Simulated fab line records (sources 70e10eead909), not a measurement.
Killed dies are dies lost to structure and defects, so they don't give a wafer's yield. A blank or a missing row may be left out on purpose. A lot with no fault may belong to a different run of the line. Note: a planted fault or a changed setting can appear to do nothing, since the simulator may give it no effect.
fab line records    flow nand_harc
[record] lots = 6  wafers = 18  last_day = 25
route steps=1159 shown A_BLC@972 END@1159
lots with no fault: from the same line, run without faults
start_h: hours from the record's first day to the start of the lot's first wafer shown    wait_h: hours elapsed since this lot's preceding step    " unchanged from the row above    L1.1+2: several wafers, shown together as one row    - either no value or no given start    * or withheld: withheld    < > ~ a bound
route shown NAME@n: NAME is a module with steps in the file, n the number in the route of the first one    usual: mean and standard deviation over wafers with no fault    same: alike in all rows    chamber/n: place in a boat    sites: each site's reading    _std_site: the values' standard deviation    _edge_site: inner sites' mean taken away from outer sites' mean    radius_mm: how far each site lies from the wafer's centre    mask NAME#n: copy n    behind: tool/chamber where the wafer was last shaped    hold: reason for holding the lot/hours on hold/outcome of the hold    device: which transistor (n, p or np) failed to switch    end of line: the tests these same wafers got at the end of their route    step lacking rows: just its recipe    killed: at the first sort, the dies lost to defects and structure; wafer yield is something else    map: a wafer's dies, marking killed ones x, the rest . and places with no die _
set.NAME: the setting that was run; set.NAME@STEP: the one run at that earlier step    model.NAME: the simulator's own value behind a step, which no gauge read
lots seen at some steps along the route; tables by step, rows by wafer
services: a tool's chamber out of use, with start hour (start_h, from the record's first day; less than 0 if before it), hours out, and reason
[[steps]]
[step NHARC_A_BLC_PEB_08]
[recipe] peb_temp_c = 100  peb_time_s = 65
[step NHARC_A_BLC_DEVELOP_09]
[recipe] develop_time_s = 35  dev_temp_c = 23
[step NHARC_A_BLC_CD_MEAS_10]
[recipe] target_cd_nm = 100  landing_energy_ev = 500
[usual] cd_nm = 99.8/0.53
lot.wafer  tool       chamber  start_h  wait_h  cd_nm
L899.1     cd_sem-02  0        437.46   -       99.7
L899.4     "          0        "        "       99.5
L899.5     "          0        "        "       99.4
L913.4     cd_sem-01  0        493.77   -       99.2
L913.5     "          0        "        "       99.9
L913.6     "          0        "        "       99.1
L909.1     cd_sem-02  0        496.96   -       100.3
L909.2     "          0        "        "       99.3
L909.5     "          0        "        "       100.3
L914.1     cd_sem-03  0        497.64   -       100.1
L914.4     "          0        "        "       100.3
L914.5     "          0        "        "       100.9
L915.4     cd_sem-03  0        510.59   -       99.2
L915.5     "          0        "        "       99.2
L915.6     "          0        "        "       99.5
L916.1     cd_sem-02  0        548.76   -       100.0
L916.4     "          0        "        "       99.7
L916.5     "          0        "        "       99.4
[step NHARC_A_BLC_OVL_MEAS_11]
[usual] overlay_x_nm = -0.2/0.74  overlay_y_nm = 0.2/0.8
lot.wafer  tool        chamber  start_h  wait_h  overlay_x_nm  overlay_y_nm
L899.1     overlay-02  -        437.55   -       1.1           -0.1
L899.4     "           -        "        "       0.5           0.3
L899.5     "           -        "        "       0.0           0.0
L913.4     overlay-02  -        493.85   -       0.9           1.4
L913.5     "           -        "        "       0.8           0.8
L913.6     "           -        "        "       1.2           0.2
L909.1     overlay-02  -        497.05   -       1.0           -0.2
L909.2     "           -        "        "       1.0           0.3
L909.5     "           -        "        "       1.5           0.1
L914.1     overlay-02  -        497.73   -       -0.6          -0.9
L914.4     "           -        "        "       -0.8          -0.3
L914.5     "           -        "        "       0.2           -0.5
L915.4     overlay-02  -        510.67   -       -0.3          1.2
L915.5     "           -        "        "       -0.1          0.7
L915.6     "           -        "        "       -0.6          1.4
L916.1     overlay-01  -        548.85   -       1.1           0.8
L916.4     "           -        "        "       1.1           1.2
L916.5     "           -        "        "       1.2           1.0
[step NHARC_A_BLC_INSPECT_12]
[usual] raw_defect_count = 29/12
lot.wafer  tool               chamber  start_h  wait_h  raw_defect_count
L899.1     defect_inspect-01  -        437.59   0.0     20
L899.4     "                  -        "        "       21
L899.5     "                  -        "        "       15
L913.4     defect_inspect-01  -        493.89   0.0     37
L913.5     "                  -        "        "       32
L913.6     "                  -        "        "       31
L909.1     defect_inspect-01  -        497.09   0.0     50
L909.2     "                  -        "        "       49
L909.5     "                  -        "        "       57
L914.1     defect_inspect-02  -        497.76   0.0     33
L914.4     "                  -        "        "       35
L914.5     "                  -        "        "       30
L915.4     defect_inspect-01  -        510.71   0.0     10
L915.5     "                  -        "        "       15
L915.6     "                  -        "        "       7
L916.1     defect_inspect-02  -        548.89   0.0     27
L916.4     "                  -        "        "       21
L916.5     "                  -        "        "       15
[step NHARC_A_BLC_DESCUM_15]
[recipe] time_s = 3  o2_flow_sccm = 200  ar_flow_sccm = 0  bias_power_w = 0  chemistry = O2
[step NHARC_A_BLC_ETCH_16]
[recipe] target_depth_a = 390  over_etch_frac = 0.3  time_s = 65  ion_energy_ev = 80  cf4_flow_sccm = 150  ar_flow_sccm = 0  rf_w = 300  bias_w = 100  chemistry = CF4
[usual] bias_w = 99.9/0.32  drypump_motor_current_A = 5.7/0.38  oes_product_au = 1.003/0.0078  rf_vpp_V = 151.3/1.1  showerhead_plenum_p_Torr = 1.77/0.056  throttle_valve_pct = 13.284/0.0088
lot.wafer  tool         chamber  start_h  wait_h  bias_w  drypump_motor_current_A  oes_product_au  rf_hours_counter_h  rf_vpp_V  showerhead_plenum_p_Torr  throttle_valve_pct
L899.1     rie_diel-04  2        437.75   0.1     100.2   5.4                      1.007           14                  149.7     1.72                      13.277
L899.4     "            3        "        "       99.5    5.9                      1.011           14                  150.3     1.75                      13.279
L899.5     "            1        "        "       100.0   6.2                      1.003           -                   150.2     1.76                      13.286
L913.4     rie_diel-04  2        494.04   0.1     100.4   5.4                      1.007           2                   151.0     1.72                      13.284
L913.5     "            1        "        "       100.0   6.2                      1.005           -                   153.2     1.76                      13.287
L913.6     "            2        "        "       100.2   5.5                      1.010           -                   151.5     1.72                      13.302
L909.1     rie_diel-09  2        497.24   0.1     100.0   5.9                      0.988           6                   151.5     1.78                      13.263
L909.2     "            3        "        "       100.1   5.7                      0.992           6                   153.1     1.81                      13.278
L909.5     "            0        "        "       100.0   5.3                      1.006           -                   148.7     1.65                      13.278
L914.4     rie_diel-04  0        497.92   0.1     99.8    5.5                      1.000           2                   151.5     1.79                      13.271
L914.1     "            1        "        "       99.9    6.2                      1.014           2                   151.1     1.76                      13.279
L914.5     "            0        "        "       99.6    5.5                      1.013           -                   151.1     1.79                      13.273
L915.4     rie_diel-09  3        510.86   0.1     99.8    5.7                      0.995           7                   151.5     1.81                      13.279
L915.5     "            2        "        "       99.9    5.9                      0.994           -                   151.3     1.78                      13.285
L915.6     "            3        "        "       99.6    5.7                      0.997           -                   150.2     1.81                      13.284
L916.4     rie_diel-04  2        549.05   0.1     100.6   5.4                      1.000           6                   149.2     1.72                      13.296
L916.1     "            3        "        "       100.1   5.9                      1.014           6                   151.2     1.75                      13.276
L916.5     "            0        "        "       99.8    5.5                      0.998           -                   151.6     1.79                      13.286
[step NHARC_A_BLC_ETCH_17]
[recipe] target_depth_a = 3900  over_etch_frac = 0.25  time_s = 609.38  ion_energy_ev = 200  n2_flow_sccm = 150  h2_flow_sccm = 150  ar_flow_sccm = 0  rf_w = 400  bias_w = 150  chemistry = N2/H2
[usual] bias_w = 150.0/0.45  drypump_motor_current_A = 5.8/0.39  oes_product_au = 1.003/0.0071  rf_vpp_V = 430.6/1.9  showerhead_plenum_p_Torr = 2.04/0.069  throttle_valve_pct = 14.171/0.0081
lot.wafer  tool         chamber  start_h  wait_h  bias_w  drypump_motor_current_A  oes_product_au  rf_hours_counter_h  rf_vpp_V  showerhead_plenum_p_Torr  throttle_valve_pct
L899.1     rie_diel-04  2        -        -       150.4   5.5                      1.008           14                  430.3     1.98                      14.177
L899.4     "            0        "        "       150.4   5.5                      1.012           13                  431.8     2.07                      14.178
L899.5     "            1        "        "       150.0   6.2                      1.010           -                   430.7     2.02                      14.170
L913.4     rie_diel-04  3        -        -       150.0   5.9                      1.000           2                   428.4     2.01                      14.181
L913.6     "            3        "        "       150.0   5.9                      1.013           -                   430.1     2.01                      14.180
L913.5     "            0        "        "       149.8   5.4                      0.996           -                   431.5     2.07                      14.177
L909.2     rie_diel-09  0        -        -       150.3   5.3                      0.992           6                   426.8     1.89                      14.164
L909.1     "            3        "        "       150.2   5.7                      1.010           6                   431.3     2.09                      14.166
L909.5     "            0        "        "       150.2   5.3                      1.004           -                   425.9     1.89                      14.175
L914.4     rie_diel-04  0        -        -       150.2   5.5                      1.003           2                   431.7     2.07                      14.185
L914.1     "            2        "        "       150.1   5.5                      1.007           2                   428.9     1.98                      14.164
L914.5     "            1        "        "       149.9   6.2                      1.000           -                   428.9     2.02                      14.171
L915.4     rie_diel-09  0        -        -       149.3   5.3                      0.991           8                   427.0     1.89                      14.182
L915.5     "            0        "        "       149.9   5.4                      1.001           -                   427.1     1.89                      14.159
L915.6     "            1        "        "       149.7   6.1                      0.993           -                   429.1     2.04                      14.156
L916.1     rie_diel-04  2        -        -       150.3   5.5                      1.000           6                   429.1     1.98                      14.181
L916.4     "            3        "        "       149.5   5.9                      1.006           6                   429.0     2.01                      14.175
L916.5     "            0        "        "       149.5   5.5                      0.998           -                   432.0     2.07                      14.171
[step NHARC_A_BLC_ETCH_18]
[recipe] target_depth_a = 9100  c4f8_flow_sccm = 20  o2_flow_sccm = 10  ar_flow_sccm = withheld  rf_w = 600  bias_w = 1500  chemistry = C4F8/O2/Ar
[usual] bias_w = 1501/4.4  oes_product_au = 0.954/0.023  rf_vpp_V = 978/4.5
lot.wafer  tool         chamber  start_h  wait_h  bias_w  oes_product_au  rf_hours_counter_h  rf_vpp_V
L899.1     rie_diel-04  0        -        -       1492    0.965           13                  981
L899.4     "            3        "        "       1507    0.963           14                  977
L899.5     "            0        "        "       1502    0.967           -                   980
L913.4     rie_diel-04  2        -        -       1500    0.975           2                   974
L913.5     "            3        "        "       1493    0.959           -                   977
L913.6     "            0        "        "       1499    0.959           -                   981
L909.2     rie_diel-09  0        -        -       1504    0.955           7                   968
L909.1     "            1        "        "       1498    0.948           6                   978
L909.5     "            0        "        "       1502    0.967           -                   968
L914.4     rie_diel-04  1        -        -       1507    0.970           3                   977
L914.1     "            2        "        "       1496    0.989           3                   974
L914.5     "            1        "        "       1505    0.965           -                   978
L915.4     rie_diel-09  3        -        -       1507    0.964           8                   982
L915.6     "            0        "        "       1500    0.946           -                   969
L915.5     "            1        "        "       1500    0.962           -                   977
L916.1     rie_diel-04  3        -        -       1500    0.936           6                   977
L916.4     "            0        "        "       1498    0.930           6                   981
L916.5     "            2        "        "       1503    0.929           -                   973
[step NHARC_A_BLC_CD_MEAS_19]
[usual] cd_nm = 99.8/1.7
lot.wafer  tool       chamber  start_h  wait_h  cd_nm
L899.1     cd_sem-02  -        438.62   -       98.6
L899.4     "          -        "        "       99.7
L899.5     "          -        "        "       99.9
L913.4     cd_sem-01  -        494.92   -       98.0
L913.5     "          -        "        "       98.3
L913.6     "          -        "        "       100.2
L909.1     cd_sem-01  -        498.11   -       99.2
L909.2     "          -        "        "       100.4
L909.5     "          -        "        "       100.6
L914.1     cd_sem-03  -        498.79   -       101.0
L914.4     "          -        "        "       100.6
L914.5     "          -        "        "       101.8
L915.4     cd_sem-03  -        511.75   -       99.6
L915.5     "          -        "        "       97.4
L915.6     "          -        "        "       98.0
L916.1     cd_sem-03  -        549.92   -       97.7
L916.4     "          -        "        "       99.7
L916.5     "          -        "        "       97.8
[step NHARC_A_BLC_STRIP_29]
[recipe] cf4_flow_sccm = 150  ar_flow_sccm = 0  bias_w = 0  chemistry = CF4
[usual] cf4_flow_sccm = 150.0/0.46  drypump_motor_current_A = 5.7/0.37  oes_product_au = 1.000/0.0079  rf_vpp_V = 59.4/0.85  showerhead_plenum_p_Torr = 1.76/0.061  throttle_valve_pct = 13.284/0.0082
[same] bias_w = 0
lot.wafer  tool         chamber  start_h  wait_h  cf4_flow_sccm  drypump_motor_current_A  oes_product_au  rf_hours_counter_h  rf_vpp_V  showerhead_plenum_p_Torr  throttle_valve_pct
L899.4     rie_diel-04  2        438.69   0.1     150.4          5.5                      1.003           15                  60.2      1.72                      13.294
L899.1     "            0        "        "       149.4          5.4                      1.005           13                  60.1      1.79                      13.297
L899.5     "            2        "        "       150.1          5.4                      1.005           -                   60.0      1.72                      13.288
L913.4     rie_diel-13  2        495.02   0.1     150.7          6.0                      0.994           11                  59.4      1.88                      13.299
L913.5     "            3        "        "       150.7          6.1                      0.989           -                   60.7      1.91                      13.279
L913.6     "            0        "        "       149.9          4.7                      1.005           -                   60.6      1.84                      13.293
L909.1     rie_diel-09  0        498.19   0.1     150.5          5.3                      1.002           7                   59.0      1.65                      13.273
L909.2     "            3        "        "       149.8          5.7                      1.001           6                   58.8      1.81                      13.285
L909.5     "            1        "        "       149.3          6.1                      0.991           -                   59.7      1.77                      13.275
L914.1     rie_diel-09  3        498.87   0.1     148.6          5.7                      0.996           7                   61.3      1.81                      13.281
L914.4     "            0        "        "       149.6          5.3                      0.997           7                   58.3      1.65                      13.266
L914.5     "            3        "        "       149.6          5.7                      0.994           -                   60.7      1.81                      13.292
L915.4     rie_diel-09  2        511.84   0.1     149.5          6.0                      0.995           8                   58.7      1.78                      13.285
L915.6     "            0        "        "       150.3          5.3                      0.997           -                   59.9      1.65                      13.283
L915.5     "            1        "        "       149.9          6.1                      1.004           -                   60.1      1.77                      13.283
L916.1     rie_diel-09  0        550.01   0.1     149.6          5.3                      1.007           10                  57.8      1.65                      13.288
L916.4     "            2        "        "       150.6          5.9                      0.985           11                  59.2      1.77                      13.284
L916.5     "            0        "        "       150.0          5.3                      1.005           -                   59.4      1.65                      13.289
[step NHARC_A_BLC_STRIP_21]
[recipe] o2_flow_sccm = 500  ar_flow_sccm = 0  bias_w = 0  chemistry = O2
[usual] chamber_pressure_mTorr = 60.00/0.061  drypump_motor_current_A = 5.8/0.35  o2_flow_sccm = 500.0/1.5  oes_product_au = 0.999/0.008  rf_vpp_V = 57.8/0.89  showerhead_plenum_p_Torr = 3.52/0.12  throttle_valve_pct = 17.036/0.0087
[same] bias_w = 0
lot.wafer  tool         chamber  start_h  wait_h  chamber_pressure_mTorr  drypump_motor_current_A  o2_flow_sccm  oes_product_au  rf_hours_counter_h  rf_vpp_V  showerhead_plenum_p_Torr  throttle_valve_pct
L899.4     rie_diel-04  0        438.81   0.1     60.01                   5.5                      497.1         0.999           13                  57.0      3.58                      17.026
L899.1     "            2        "        "       60.00                   5.4                      500.2         1.007           15                  57.8      3.44                      17.045
L899.5     "            3        "        "       59.94                   6.0                      500.7         1.007           -                   57.9      3.49                      17.031
L913.4     rie_diel-13  1        495.11   0.1     60.09                   6.2                      499.5         0.999           13                  56.0      3.62                      17.037
L913.5     "            0        "        "       60.03                   4.7                      501.5         1.018           -                   57.8      3.67                      17.050
L913.6     "            1        "        "       59.94                   6.2                      502.5         0.992           -                   56.6      3.62                      17.032
L909.1     rie_diel-09  0        498.30   0.1     59.93                   5.3                      499.3         1.006           7                   56.6      3.30                      17.037
L909.2     "            1        "        "       60.02                   6.1                      502.1         1.000           6                   58.6      3.53                      17.044
L909.5     "            0        "        "       60.01                   5.4                      499.5         1.000           -                   56.6      3.30                      17.030
L914.1     rie_diel-09  1        498.97   0.1     59.99                   6.1                      499.9         0.994           6                   58.1      3.53                      17.057
L914.4     "            2        "        "       60.02                   6.0                      497.2         0.994           7                   57.4      3.54                      17.030
L914.5     "            2        "        "       59.92                   6.0                      498.1         0.988           -                   58.6      3.54                      17.038
L915.4     rie_diel-09  0        511.95   0.1     60.04                   5.3                      499.5         1.014           8                   57.6      3.30                      17.037
L915.6     "            1        "        "       59.94                   6.1                      497.4         1.009           -                   58.0      3.53                      17.045
L915.5     "            2        "        "       60.01                   6.0                      499.6         0.997           -                   58.3      3.54                      17.034
L916.4     rie_diel-09  2        550.10   0.1     59.92                   6.0                      498.1         0.987           11                  57.7      3.54                      17.043
L916.1     "            0        "        "       59.98                   5.3                      500.8         0.994           10                  57.6      3.30                      17.034
L916.5     "            2        "        "       59.99                   6.0                      503.3         0.975           -                   58.5      3.54                      17.033
[step NHARC_A_BLC_STRIP_22]
[recipe] time_s = 600  temp_c = 30  chemistry = post_etch_residue_remover
[usual] bath_heat_duty_pct = 13.0/1.4  run_length_s = 602.9/0.99  temp_c = 30.03/0.12
lot.wafer  tool          chamber  start_h  wait_h  bath_heat_duty_pct  run_length_s  temp_c
L899.5     wet_bench-03  6        438.95   -       11.1                603.8         29.87
L899.1     "             7        "        "       12.8                604.9         29.99
L899.4     "             3        "        "       10.1                605.2         30.00
L913.6     wet_bench-05  1        495.25   -       -                   -             -
L913.4     "             3        "        "       -                   -             -
L913.5     "             4        "        "       -                   -             -
L909.1     wet_bench-04  4        498.45   -       -                   -             -
L909.5     "             5        "        "       -                   -             -
L909.2     "             0        "        "       -                   -             -
L914.5     wet_bench-05  7        499.13   -       14.3                603.6         30.03
L914.4     "             2        "        "       12.2                602.3         29.91
L914.1     "             3        "        "       13.7                603.3         30.17
L915.4     wet_bench-04  6        512.09   -       14.6                604.2         30.12
L915.6     "             7        "        "       14.3                601.6         29.94
L915.5     "             0        "        "       13.4                601.9         30.00
L916.4     wet_bench-04  3        550.25   -       15.3                602.2         30.03
L916.1     "             5        "        "       14.7                602.3         29.90
L916.5     "             0        "        "       12.5                602.7         29.89
[step NHARC_A_BLC_DEGAS_30]
[recipe] temp_c = 300  time_s = 60
[step NHARC_END_SORT_01]
[recipe] temp_c = 25
[usual] killed_at_array = 28/10  killed_at_other = 0.6/0.85  killed_at_periphery = 3.3/2.3  killed_dies = 32/11  killed_open = 3.3/1.5  killed_short = 2.1/1.4
[same] gross_dies = 677
lot.wafer  tool       chamber  start_h  wait_h  killed_at_array  killed_at_other  killed_at_periphery  killed_dies  killed_open  killed_short
L913.4     prober-01  0        538.40   3.4     32               1                4                    37           5            0
L913.5     prober-01  0        539.19   3.7     38               1                2                    41           4            2
L913.6     prober-01  0        539.99   4.0     35               0                2                    37           7            1
L909.1     prober-02  0        545.40   2.5     39               3                6                    48           2            2
L909.2     prober-02  0        546.22   2.8     37               1                4                    42           3            1
L909.5     prober-02  0        548.65   3.7     46               0                3                    49           4            1
L916.1     prober-02  0        596.32   2.5     27               0                3                    30           5            1
L916.4     prober-02  0        598.74   3.4     21               0                1                    22           6            1
L916.5     prober-02  0        599.55   3.7     24               0                0                    24           4            4
// killed by level:class
L913.4 A_CHANNEL_HOLE_D1:chamber_film_flake=21 A_CONTACT:chamber_film_flake=3 P_GATE:geometric_particle:open=2 A_CHANNEL_FILL_D1:chamber_film_flake=2 A_STAIRCASE:chamber_film_flake=2 P_M0:geometric_particle:open=1 A_CHANNEL_FILL_D1:geometric_particle:open=1 A_M0:geometric_particle:open=1
L913.5 A_CHANNEL_HOLE_D1:chamber_film_flake=25 A_CONTACT:chamber_film_flake=5 A_CHANNEL_FILL_D1:geometric_particle:open=2 A_CONTACT:geometric_particle:open=2 A_ONON_D1:geometric_particle:short=1 A_CHANNEL_HOLE_D1:geometric_particle:short=1 P_GATE:chamber_film_flake=1 P_M0:chamber_film_flake=1
L913.6 A_CHANNEL_HOLE_D1:chamber_film_flake=21 A_CONTACT:chamber_film_flake=4 A_CHANNEL_FILL_D1:geometric_particle:open=2 A_CONTACT:geometric_particle:open=2 A_STAIRCASE:chamber_film_flake=2 P_GATE:geometric_particle:open=1 P_M0:geometric_particle:open=1 A_WL_FILL:geometric_particle:short=1
L909.1 A_CHANNEL_HOLE_D1:chamber_film_flake=21 A_SLIT:chamber_film_flake=12 P_ZERO_WELL:chamber_film_flake=3 A_CONTACT:chamber_film_flake=3 P_GATE:chamber_film_flake=2 THIN_TSV:chamber_film_flake=2 A_ONON_D1:geometric_particle:open=1 A_M0:geometric_particle:short=1
L909.2 A_CHANNEL_HOLE_D1:chamber_film_flake=17 A_SLIT:chamber_film_flake=15 P_M0:geometric_particle:open=2 A_ZERO_WELL:chamber_film_flake=2 A_CONTACT:chamber_film_flake=2 P_M0:geometric_particle:short=1 A_BLC:geometric_particle:open=1 P_STI:chamber_film_flake=1
L909.5 A_CHANNEL_HOLE_D1:chamber_film_flake=20 A_SLIT:chamber_film_flake=17 A_CONTACT:chamber_film_flake=3 P_CONTACT:geometric_particle:open=1 A_ONON_D1:geometric_particle:open=1 A_CONTACT:geometric_particle:short=1 A_BLC:geometric_particle:open=1 A_M0:geometric_particle:open=1
L916.1 A_CONTACT:chamber_film_flake=13 A_CHANNEL_HOLE_D1:chamber_film_flake=5 A_STAIRCASE:chamber_film_flake=3 A_WL_FILL:geometric_particle:open=2 A_SLIT:chamber_film_flake=2 P_GATE:geometric_particle:open=1 P_M0:geometric_particle:open=1 A_WL_FILL:geometric_particle:short=1
L916.4 A_CONTACT:chamber_film_flake=7 A_CHANNEL_HOLE_D1:chamber_film_flake=4 A_ZERO_WELL:chamber_film_flake=3 A_WL_FILL:geometric_particle:open=2 P_CONTACT:geometric_particle:open=1 A_ONON_D1:geometric_particle:open=1 A_CHANNEL_FILL_D1:geometric_particle:open=1 A_WL_FILL:geometric_particle:short=1
L916.5 A_CHANNEL_HOLE_D1:chamber_film_flake=8 A_WL_FILL:geometric_particle:short=3 A_STAIRCASE:chamber_film_flake=3 A_CHANNEL_FILL_D1:geometric_particle:open=2 A_M1:chamber_film_flake=2 A_CHANNEL_FILL_D1:geometric_particle:short=1 A_WL_FILL:geometric_particle:open=1 A_CONTACT:geometric_particle:open=1
[[services]]
tool          chamber  start_h  hours  kind
rie_diel-04   0        420.53   -      clean
rie_diel-04   1        420.53   -      clean
rie_diel-04   2        420.53   -      clean
rie_diel-04   3        420.53   -      clean
rie_diel-09   -        431.11   9.0    pm
rie_diel-09   0        431.11   9.0    vent_cycle
rie_diel-09   1        431.11   9.0    vent_cycle
rie_diel-09   2        431.11   9.0    vent_cycle
rie_diel-09   3        431.11   9.0    vent_cycle
rie_diel-13   -        433.34   0.6    repair
rie_diel-09   0        440.11   -      clean
rie_diel-09   1        440.11   -      clean
rie_diel-09   2        440.11   -      clean
rie_diel-09   3        440.11   -      clean
rie_diel-04   0        445.03   -      clean
rie_diel-04   1        445.03   -      clean
rie_diel-04   2        445.03   -      clean
rie_diel-13   -        453.21   9.0    pm
rie_diel-09   1        458.80   6.5    repair
rie_diel-04   -        465.90   9.0    pm
wet_bench-03  -        493.68   7.9    repair
wet_bench-04  -        515.20   8.0    pm
rie_diel-09   0        527.71   18.4   repair
wet_bench-05  -        548.80   8.0    pm
[[key]]
[first_sign] step = NHARC_A_BLC_STRIP_22  reading = tool_record  direction = missing
effect none on later readings
met_at NHARC_A_BLC_STRIP_22
struck_wafers L909.1,L909.2,L909.5,L913.4,L913.5,L913.6
tester_left_out L909,L913
[fault] kind = skipped_step_whole  tool = wet_bench-04,wet_bench-05  chamber = -  onset_h = 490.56  steps = NHARC_A_BLC_STRIP_22  scope = struck_lots_only
// tester_left_out: of these lots the tester's yield and bins aren't shown, on N5 and GAA mostly nor the transistor test; their killed dies are dies lost to structure and defects alone, not to doping, threshold or leakage, so they don't give the yield
